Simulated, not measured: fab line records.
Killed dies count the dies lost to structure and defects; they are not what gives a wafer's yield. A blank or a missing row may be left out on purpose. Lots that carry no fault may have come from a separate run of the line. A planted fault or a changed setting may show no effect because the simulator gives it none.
Chamber matching	flow nandHarc	4 sister chambers for NHARC_P_CONTACT_ALD_22 on aldMetal-01
The step deposits TiN, target thk 3 nm, pulse time 1 s, ald cycles 150. 4 wafers are shown with their chamber, then 7 later ones without.

== WAFERS PAIRED WITH THEIR CHAMBERS ==
wafer	chamber	heaterPowerW (W)
L088.2	3	1233
L088.4	0	1233
L090.1	1	1023
L090.4	2	1158

== WAFERS WITHOUT THEIR CHAMBER ==
wafer	heaterPowerW (W)
L090.5	1011
L092.4	1142
L092.5	1148
L092.6	1029
L093.2	1243
L093.3	1167
L093.6	1227

== WHICH CHAMBER EACH ONE RAN IN ==
wafer	from the rows above	in truth
L090.5	1	1
L092.4	2	2
L092.5	2	2
L092.6	1	1
L093.2	can't be placed: 0 or 3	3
L093.3	2	2
L093.6	can't be placed: 0 or 3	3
Correctly placed: 5 of 7. Can't be placed from these rows: 2 (the true chamber is among the candidates in 2). Number placed wrongly: 0.
How it was worked out, from the rows above alone: a wafer's distance from a chamber is the root of the sum, over the readings, of the square of ((its reading less the chamber's mean) divided by the reading's scatter). The wafer belongs to the nearest chamber; if the next one is less than 2 further off, it can't be placed. For every chamber, the mean is computed from those of its wafers that are shown. The scatter: root of mean squared gap, hidden wafer to nearest shown wafer, with one shown wafer a chamber.
